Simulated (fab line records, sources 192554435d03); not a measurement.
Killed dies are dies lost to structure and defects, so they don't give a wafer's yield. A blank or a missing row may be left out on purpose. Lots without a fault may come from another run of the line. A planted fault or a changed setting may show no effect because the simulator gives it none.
Which tool did it? | flow n5_finfet | 24 lots, 72 wafers sampled, at 6 steps of a route of 1938

WHAT THE GAUGES READ, wafer by wafer
N5_BEOL_M6_THK_MEAS_01.
lot  | measured     | on            | M6_ILD_THK (nm)
L074 | day 8 08:38  | film_metro-01 | 154.3 152.3 155.8
L075 | day 8 18:34  | film_metro-02 | 153.8 155.5 156.4
L076 | day 9 12:55  | film_metro-02 | 155.8 155.4 159.9
L077 | day 9 17:54  | film_metro-01 | 153.8 153.6 154.2
L080 | day 9 21:05  | film_metro-01 | 154.4 156.0 156.3
L079 | day 10 03:04 | film_metro-02 | 155.2 157.9 158.0
L078 | day 10 05:31 | film_metro-02 | 153.9 154.2 155.9
L081 | day 10 09:37 | film_metro-02 | 155.0 151.9 157.2
L083 | day 10 18:41 | film_metro-02 | 152.8 156.2 154.9
L082 | day 10 19:14 | film_metro-01 | 155.7 157.8 157.7
L084 | day 11 04:25 | film_metro-01 | 155.4 156.8 159.8
L085 | day 11 05:35 | film_metro-02 | 156.9 160.3 158.4
L086 | day 11 23:04 | film_metro-01 | 151.2 150.6 152.3
L087 | day 12 00:17 | film_metro-01 | 154.2 154.4 157.1
L088 | day 12 05:57 | film_metro-01 | 150.7 155.6 154.2
L089 | day 12 07:02 | film_metro-01 | 154.1 155.9 157.8
L091 | day 12 11:13 | film_metro-02 | 160.0 158.0 158.3
L090 | day 12 14:42 | film_metro-01 | 156.1 154.6 160.1
L092 | day 13 01:34 | film_metro-01 | 155.3 156.3 156.8
L093 | day 13 13:46 | film_metro-02 | 154.7 154.6 156.6
L095 | day 13 17:37 | film_metro-01 | 153.0 159.7 154.0
L094 | day 14 10:07 | film_metro-01 | 154.3 153.7 156.7
L096 | day 14 13:17 | film_metro-02 | 155.4 158.0 156.3
L097 | day 14 17:19 | film_metro-02 | 151.3 156.1 152.8

N5_BEOL_M6_CD_MEAS_11: target cd 38.5 nm.
lot  | measured     | on        | cd_nm (nm)
L074 | day 8 10:58  | cd_sem-03 | 38.2 37.9 38.8
L075 | day 8 20:04  | cd_sem-01 | 37.8 38.7 38.5
L076 | day 9 14:06  | cd_sem-01 | 38.8 37.7 38.1
L077 | day 9 19:45  | cd_sem-03 | 38.3 38.3 38.3
L080 | day 9 22:21  | cd_sem-02 | 38.2 37.6 39.2
L079 | day 10 03:32 | cd_sem-01 | 39.2 38.6 39.2
L078 | day 10 06:43 | cd_sem-02 | 38.8 38.9 38.9
L081 | day 10 10:07 | cd_sem-02 | 37.9 38.1 37.7
L083 | day 10 21:07 | cd_sem-01 | 38.2 38.8 38.2
L082 | day 10 21:17 | cd_sem-02 | 38.2 38.6 39.1
L084 | day 11 06:30 | cd_sem-03 | 37.8 38.4 36.8
L085 | day 11 06:42 | cd_sem-02 | 38.2 38.6 39.2
L086 | day 11 23:41 | cd_sem-03 | 38.3 38.0 38.1
L087 | day 12 01:53 | cd_sem-01 | 37.4 38.4 38.3
L088 | day 12 07:35 | cd_sem-01 | 38.0 38.4 38.3
L089 | day 12 07:55 | cd_sem-03 | 39.7 38.8 39.2
L091 | day 12 12:08 | cd_sem-01 | 37.7 38.0 38.1
L090 | day 12 16:09 | cd_sem-01 | 38.1 39.1 38.8
L092 | day 13 03:40 | cd_sem-01 | 39.1 38.3 38.7
L093 | day 13 15:01 | cd_sem-03 | 37.9 39.0 38.5
L095 | day 13 18:24 | cd_sem-03 | 37.6 38.4 38.4
L094 | day 14 10:57 | cd_sem-03 | 38.5 38.0 38.8
L096 | day 14 16:23 | cd_sem-02 | 38.0 38.9 38.9
L097 | day 14 19:21 | cd_sem-01 | 38.1 38.0 38.7

WHICH TOOL RAN EACH LOT (tool, then ch and the chambers of the sampled wafers, then the start)
lot  | N5_BEOL_M5_STRIP_36                | N5_BEOL_M5_CURE_80            | N5_BEOL_M5_SURFACE_TREAT_87  | N5_BEOL_M6_HM_DEP_02
L074 | rie_diel-02 ch 2,3, day 8 00:47    | uv_cure-01 ch 2, day 8 01:11  | pvd_sputter-03, day 8 02:11  | pvd_sputter-02, day 8 10:28
L075 | rie_diel-03 ch 1,3, day 8 10:52    | uv_cure-03 ch 1, day 8 11:16  | pvd_sputter-02, day 8 12:09  | pvd_sputter-02, day 8 19:34
L076 | rie_diel-02 ch 0,2,3, day 9 04:03  | uv_cure-02 ch 0, day 9 04:29  | pvd_sputter-02, day 9 06:14  | pvd_sputter-03, day 9 13:36
L077 | rie_diel-02 ch 1,2,3, day 9 09:55  | uv_cure-03 ch 1, day 9 10:19  | pvd_sputter-01, day 9 11:22  | pvd_sputter-02, day 9 19:23
L080 | rie_diel-03 ch 0,1,2, day 9 12:13  | uv_cure-01 ch 0, day 9 12:43  | pvd_sputter-02, day 9 14:13  | pvd_sputter-02, day 9 21:59
L079 | rie_diel-03 ch 0,1,3, day 9 19:05  | uv_cure-03 ch 2, day 9 19:31  | pvd_sputter-02, day 9 20:28  | pvd_sputter-03, day 10 03:10
L078 | rie_diel-04 ch 0,1, day 9 19:19    | uv_cure-02 ch 1, day 9 19:42  | pvd_sputter-02, day 9 20:30  | pvd_sputter-01, day 10 06:14
L081 | rie_diel-02 ch 0,1,2, day 10 01:09 | uv_cure-01 ch 2, day 10 01:32 | pvd_sputter-01, day 10 02:31 | pvd_sputter-03, day 10 09:45
L083 | rie_diel-02 ch 0,3, day 10 10:11   | uv_cure-01 ch 2, day 10 10:40 | pvd_sputter-01, day 10 12:19 | pvd_sputter-03, day 10 20:37
L082 | rie_diel-02 ch 0,2, day 10 11:36   | uv_cure-01 ch 2, day 10 12:02 | pvd_sputter-03, day 10 12:40 | pvd_sputter-03, day 10 20:55
L084 | rie_diel-04 ch 1,3, day 10 20:44   | uv_cure-01 ch 2, day 10 21:07 | pvd_sputter-03, day 10 21:49 | pvd_sputter-03, day 11 06:07
L085 | rie_diel-03 ch 1,3, day 10 20:47   | uv_cure-03 ch 2, day 10 21:14 | pvd_sputter-01, day 10 22:05 | pvd_sputter-03, day 11 06:19
L086 | rie_diel-03 ch 0,1,3, day 11 15:24 | uv_cure-03 ch 0, day 11 15:47 | pvd_sputter-03, day 11 16:37 | pvd_sputter-02, day 11 23:11
L087 | rie_diel-04 ch 0,1,2, day 11 15:59 | uv_cure-03 ch 2, day 11 16:37 | pvd_sputter-01, day 11 17:23 | pvd_sputter-02, day 12 01:23
L088 | rie_diel-02 ch 1,2,3, day 11 21:52 | uv_cure-02 ch 1, day 11 22:15 | pvd_sputter-02, day 11 23:08 | pvd_sputter-03, day 12 07:13
L089 | rie_diel-03 ch 1,2, day 11 21:59   | uv_cure-01 ch 2, day 11 22:25 | pvd_sputter-03, day 11 23:23 | pvd_sputter-01, day 12 07:25
L091 | rie_diel-02 ch 0,2,3, day 12 02:40 | uv_cure-02 ch 0, day 12 03:11 | pvd_sputter-02, day 12 04:16 | pvd_sputter-03, day 12 11:38
L090 | rie_diel-04 ch 0,1,3, day 12 06:31 | uv_cure-03 ch 2, day 12 06:54 | pvd_sputter-01, day 12 08:02 | pvd_sputter-01, day 12 15:39
L092 | rie_diel-03 ch 0,2,3, day 12 16:38 | uv_cure-01 ch 0, day 12 17:02 | pvd_sputter-01, day 12 19:15 | pvd_sputter-01, day 13 03:11
L093 | rie_diel-04 ch 0,1,3, day 13 06:11 | uv_cure-03 ch 0, day 13 06:35 | pvd_sputter-02, day 13 07:25 | pvd_sputter-02, day 13 14:31
L095 | rie_diel-04 ch 1,2, day 13 09:20   | uv_cure-02 ch 2, day 13 09:47 | pvd_sputter-03, day 13 11:10 | pvd_sputter-02, day 13 18:01
L094 | rie_diel-03 ch 0,1,2, day 14 02:34 | uv_cure-01 ch 2, day 14 02:58 | pvd_sputter-03, day 14 03:46 | pvd_sputter-03, day 14 10:27
L096 | rie_diel-02 ch 0,1, day 14 04:28   | uv_cure-03 ch 1, day 14 04:51 | pvd_sputter-01, day 14 05:47 | pvd_sputter-01, day 14 15:53
L097 | rie_diel-02 ch 0,1,2, day 14 09:21 | uv_cure-03 ch 2, day 14 09:50 | pvd_sputter-01, day 14 10:44 | pvd_sputter-03, day 14 18:59
- N5_BEOL_M5_STRIP_36: strips in N2/H2.
- N5_BEOL_M5_CURE_80: cures SiCOH lowk, time 120 s.
- N5_BEOL_M5_SURFACE_TREAT_87
- N5_BEOL_M6_HM_DEP_02: deposits TiN, target thk 20 nm.

WHAT THE TOOLS THEMSELVES READ (means of the sampled wafers that have a number; where no wafer has one, the mark that the record gives instead)
N5_BEOL_M5_STRIP_36.
lot  | tool        | drypump_motor_current_A (A) | oes_product_au (a.u.) | rf_vpp_V (V) | showerhead_plenum_p_Torr (Torr) | throttle_valve_pct (%)
L074 | rie_diel-02 | 6.6                         | 0.92                  | 59.3         | 2.64                            | 23.50
L075 | rie_diel-03 | 5.8                         | 0.83                  | 58.8         | 2.60                            | 23.52
L076 | rie_diel-02 | 6.1                         | 0.83                  | 59.7         | 2.61                            | 23.71
L077 | rie_diel-02 | 6.2                         | 0.88                  | 58.3         | 2.63                            | 23.45
L080 | rie_diel-03 | 5.7                         | 0.75                  | 61.2         | 2.49                            | 23.62
L079 | rie_diel-03 | 5.8                         | 0.78                  | 59.6         | 2.54                            | 23.61
L078 | rie_diel-04 | 5.8                         | 0.72                  | 59.6         | 2.54                            | 23.60
L081 | rie_diel-02 | 5.7                         | 0.81                  | 60.3         | 2.56                            | 23.64
L083 | rie_diel-02 | 6.1                         | 0.82                  | 59.2         | 2.63                            | 23.69
L082 | rie_diel-02 | 5.6                         | 0.75                  | 61.1         | 2.53                            | 23.91
L084 | rie_diel-04 | 6.1                         | 0.82                  | 59.6         | 2.63                            | 23.22
L085 | rie_diel-03 | 5.9                         | 0.78                  | 58.6         | 2.50                            | 23.59
L086 | rie_diel-03 | 5.8                         | 0.78                  | 58.6         | 2.54                            | 23.61
L087 | rie_diel-04 | 5.9                         | 0.70                  | 57.3         | 2.58                            | 23.59
L088 | rie_diel-02 | 6.2                         | 0.86                  | 60.5         | 2.62                            | 23.47
L089 | rie_diel-03 | 5.7                         | 0.76                  | 59.1         | 2.44                            | 23.63
L091 | rie_diel-02 | 6.1                         | 0.81                  | 57.9         | 2.60                            | 23.73
L090 | rie_diel-04 | 5.9                         | 0.79                  | 60.0         | 2.57                            | 23.40
L092 | rie_diel-03 | 5.5                         | 0.79                  | 59.7         | 2.58                            | 23.60
L093 | rie_diel-04 | 5.9                         | 0.78                  | 58.2         | 2.57                            | 23.43
L095 | rie_diel-04 | 5.9                         | 0.70                  | 61.3         | 2.61                            | 23.63
L094 | rie_diel-03 | 5.6                         | 0.74                  | 59.1         | 2.48                            | 23.68
L096 | rie_diel-02 | 5.2                         | 0.72                  | 59.2         | 2.51                            | 23.84
L097 | rie_diel-02 | 5.7                         | 0.77                  | 60.0         | 2.55                            | 23.68

N5_BEOL_M5_CURE_80.
lot  | tool       | lamp_power_pct (%) | wafer_temp_C_max
L074 | uv_cure-01 | 52.28              | 371.2
L075 | uv_cure-03 | 52.27              | 373.0
L076 | uv_cure-02 | 52.29              | 372.7
L077 | uv_cure-03 | 52.35              | 372.9
L080 | uv_cure-01 | 52.31              | 371.2
L079 | uv_cure-03 | 52.34              | 373.0
L078 | uv_cure-02 | 52.32              | 371.6
L081 | uv_cure-01 | 52.38              | 371.1
L083 | uv_cure-01 | 52.35              | 371.0
L082 | uv_cure-01 | 52.30              | 371.2
L084 | uv_cure-01 | 52.32              | 371.3
L085 | uv_cure-03 | 52.34              | 373.6
L086 | uv_cure-03 | 52.33              | 371.2
L087 | uv_cure-03 | 52.28              | 372.7
L088 | uv_cure-02 | 52.31              | 371.3
L089 | uv_cure-01 | 52.31              | 371.1
L091 | uv_cure-02 | 52.39              | 372.1
L090 | uv_cure-03 | 52.33              | 372.8
L092 | uv_cure-01 | 52.31              | 371.3
L093 | uv_cure-03 | 52.33              | 371.3
L095 | uv_cure-02 | 52.31              | 371.3
L094 | uv_cure-01 | 52.25              | 371.2
L096 | uv_cure-03 | 52.29              | 373.6
L097 | uv_cure-03 | 52.32              | 373.4

N5_BEOL_M5_SURFACE_TREAT_87.
lot  | tool           | ar_flow_sccm (sccm)
L074 | pvd_sputter-03 | 29.93
L075 | pvd_sputter-02 | 29.95
L076 | pvd_sputter-02 | 30.03
L077 | pvd_sputter-01 | 29.99
L080 | pvd_sputter-02 | 30.06
L079 | pvd_sputter-02 | 29.99
L078 | pvd_sputter-02 | 29.94
L081 | pvd_sputter-01 | 29.87
L083 | pvd_sputter-01 | 30.09
L082 | pvd_sputter-03 | 30.01
L084 | pvd_sputter-03 | 29.99
L085 | pvd_sputter-01 | 30.00
L086 | pvd_sputter-03 | 30.09
L087 | pvd_sputter-01 | 30.05
L088 | pvd_sputter-02 | 29.96
L089 | pvd_sputter-03 | 29.95
L091 | pvd_sputter-02 | 30.05
L090 | pvd_sputter-01 | 29.95
L092 | pvd_sputter-01 | 30.03
L093 | pvd_sputter-02 | 30.01
L095 | pvd_sputter-03 | 30.05
L094 | pvd_sputter-03 | 29.97
L096 | pvd_sputter-01 | 29.96
L097 | pvd_sputter-01 | 30.04

N5_BEOL_M6_HM_DEP_02.
lot  | tool           | chamber_pressure_pa (Pa) | throttle_valve_pct (%)
L074 | pvd_sputter-02 | 0.5000                   | 30.4
L075 | pvd_sputter-02 | 0.5009                   | 30.1
L076 | pvd_sputter-03 | 0.4994                   | 31.4
L077 | pvd_sputter-02 | 0.4994                   | 30.5
L080 | pvd_sputter-02 | 0.5002                   | 30.8
L079 | pvd_sputter-03 | 0.5014                   | 28.8
L078 | pvd_sputter-01 | 0.4981                   | 29.6
L081 | pvd_sputter-03 | 0.4998                   | 31.5
L083 | pvd_sputter-03 | 0.4984                   | 28.0
L082 | pvd_sputter-03 | 0.4999                   | 30.3
L084 | pvd_sputter-03 | 0.4998                   | 30.2
L085 | pvd_sputter-03 | 0.4996                   | 29.3
L086 | pvd_sputter-02 | 0.4986                   | 29.8
L087 | pvd_sputter-02 | 0.4994                   | 29.5
L088 | pvd_sputter-03 | 0.5008                   | 30.4
L089 | pvd_sputter-01 | 0.4999                   | 30.0
L091 | pvd_sputter-03 | 0.5008                   | 28.4
L090 | pvd_sputter-01 | 0.4996                   | 29.8
L092 | pvd_sputter-01 | 0.4998                   | 29.5
L093 | pvd_sputter-02 | 0.4996                   | 30.0
L095 | pvd_sputter-02 | 0.4988                   | 29.9
L094 | pvd_sputter-03 | 0.4993                   | 30.2
L096 | pvd_sputter-01 | 0.4994                   | 29.5
L097 | pvd_sputter-03 | 0.4989                   | 30.2

THE ANSWER, worked out from the rows above alone
Rule: what is usual is taken from the lots themselves. Put in order of their means at a reading, lots are off if they are a third of the lots or fewer, leave a main group of 4 or more, and stand apart from it by a gap of 3 or more times the standard deviation of the main group's means; of several such gaps the widest counts. A main group whose means are all the same, to the digits that the tables above print for the reading, isn't used. A lot without any number at a reading at which 4 lots or more have one is off too. The other lots that the step has rows for count as sound. The gauges are gone through in route order, then the tools' own readings, and for those a lot's mean is taken as printed above. The first step at which some lot is off is used, and at that step the reading that is off furthest; a lot without a number counts as furthest.
No lot is off at any reading shown: from this, nothing can be told.

WHAT THE SIMULATOR HAD PUT IN
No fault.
